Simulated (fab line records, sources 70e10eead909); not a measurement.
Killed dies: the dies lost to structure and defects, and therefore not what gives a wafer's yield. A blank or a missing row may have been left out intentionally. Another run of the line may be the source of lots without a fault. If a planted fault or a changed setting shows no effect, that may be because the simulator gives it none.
A struck lot beside a sound one -- flow nand harc -- 16 out of 1302 route steps
Sound: the wafers L576.1, L576.3, L576.4. Struck: wafers L577.3, L577.5 (left out: L577.6, a lot-mate that was not struck); the cause follows at the end.
Order at every step that has rows: each side's tool, ch and its chambers, its first start. Under that, the readings that differ: sound wafers -- struck wafers -- difference of the means -- sigmas: that difference in standard deviations of wafers without a fault.
alike: readings with means less than 2 such deviations apart, plus words and numbers identical on both sides. not compared: withheld readings, readings lacking a value on some wafer, bounds such as >300 that could conceal the same value, and numbers that have no deviation in the record and whose values overlap.
A row with sigmas, a row that says differs or no value, or rows on one side alone: a step with any of these is where the two part. When numbers do not overlap yet have no deviation, they are printed without sigmas and do not part them. A reading missing from all wafers of one side parts the sides only when that side holds two or more wafers.

NHARC_A_DECK1_JOINT_INSPECT_05:
  sound: defect inspect-02 at day 16 17:54; struck: defect inspect-01 at day 17 15:34
  alike: raw defect count
next comes 1 step that has no rows for these wafers: NHARC_A_ONON_D2_DEP_00 (target thickness 1000 nm).
NHARC_A_ONON_D2_THK_MEAS_02: measures by ellipsometry.
  sound: film metro-01 at day 16 18:28; struck: film metro-01 at day 17 16:10
reading,sound,struck,difference,sigmas
thk nm (nm),977 975 975,1008 1010,+33,+4
next comes 1 step that has no rows for these wafers: NHARC_A_ONON_D2_DEP_03 (target thickness 1000 nm).
NHARC_A_ONON_D2_THK_MEAS_05: measures by ellipsometry.
  sound: film metro-01 at day 16 19:11; struck: film metro-01 at day 17 16:44
reading,sound,struck,difference,sigmas
thk nm (nm),1002 1003 1000,982 983,-19,-2
next comes 1 step that has no rows for these wafers: NHARC_A_ONON_D2_DEP_06 (target thickness 1000 nm).
NHARC_A_ONON_D2_THK_MEAS_08: measures by ellipsometry.
  sound: film metro-01 at day 16 19:52; struck: film metro-02 at day 17 17:18
  alike: thk nm
next comes 1 step that has no rows for these wafers: NHARC_A_ONON_D2_DEP_09 (target thickness 1000 nm).
NHARC_A_ONON_D2_THK_MEAS_11: measures by ellipsometry.
  sound: film metro-01 at day 16 20:35; struck: film metro-02 at day 17 17:52
reading,sound,struck,difference,sigmas
thk nm (nm),990 989 988,1012 1011,+22,+2
next comes 1 step that has no rows for these wafers: NHARC_A_ONON_D2_DEP_12 (target thickness 1000 nm).
NHARC_A_ONON_D2_THK_MEAS_14: measures by ellipsometry.
  sound: film metro-01 at day 16 21:08; struck: film metro-02 at day 17 18:26
  alike: thk nm
then, 1 step without rows for these wafers: NHARC_A_ONON_D2_ANNEAL_15 (time 3600 s).
NHARC_A_ONON_D2_DEP_16: target thk 1000 nm.
  sound on pecvd onon-01 ch 0, day 17 01:08; struck on pecvd onon-04 ch 0, day 18 02:05
  alike: sih4 flow sccm
NHARC_A_ONON_D2_THK_MEAS_18: measures by ellipsometry.
  sound: film metro-01 at day 17 01:40; struck: film metro-02 at day 18 02:29
reading,sound,struck,difference,sigmas
thk nm (nm),993 994 994,957 956,-37,-4
next comes 1 step that has no rows for these wafers: NHARC_A_ONON_D2_DEP_19 (target thickness 1000 nm).
-- break in the record here, with 12 days between the starts of the struck wafers on either side (left off in module A_ONON_D2, picked up again in module END, where the first step shown is number 1302 on the route) --
NHARC_END_SORT_01:
  only the struck wafers appear in the record here, on prober-02 ch 0 at day 30 03:58; the sound ones have no rows

WHERE THEY PART
Last at NHARC_END_SORT_01 as far as this record goes, first at NHARC_A_ONON_D2_THK_MEAS_02.

WHY: whatever the simulator had introduced
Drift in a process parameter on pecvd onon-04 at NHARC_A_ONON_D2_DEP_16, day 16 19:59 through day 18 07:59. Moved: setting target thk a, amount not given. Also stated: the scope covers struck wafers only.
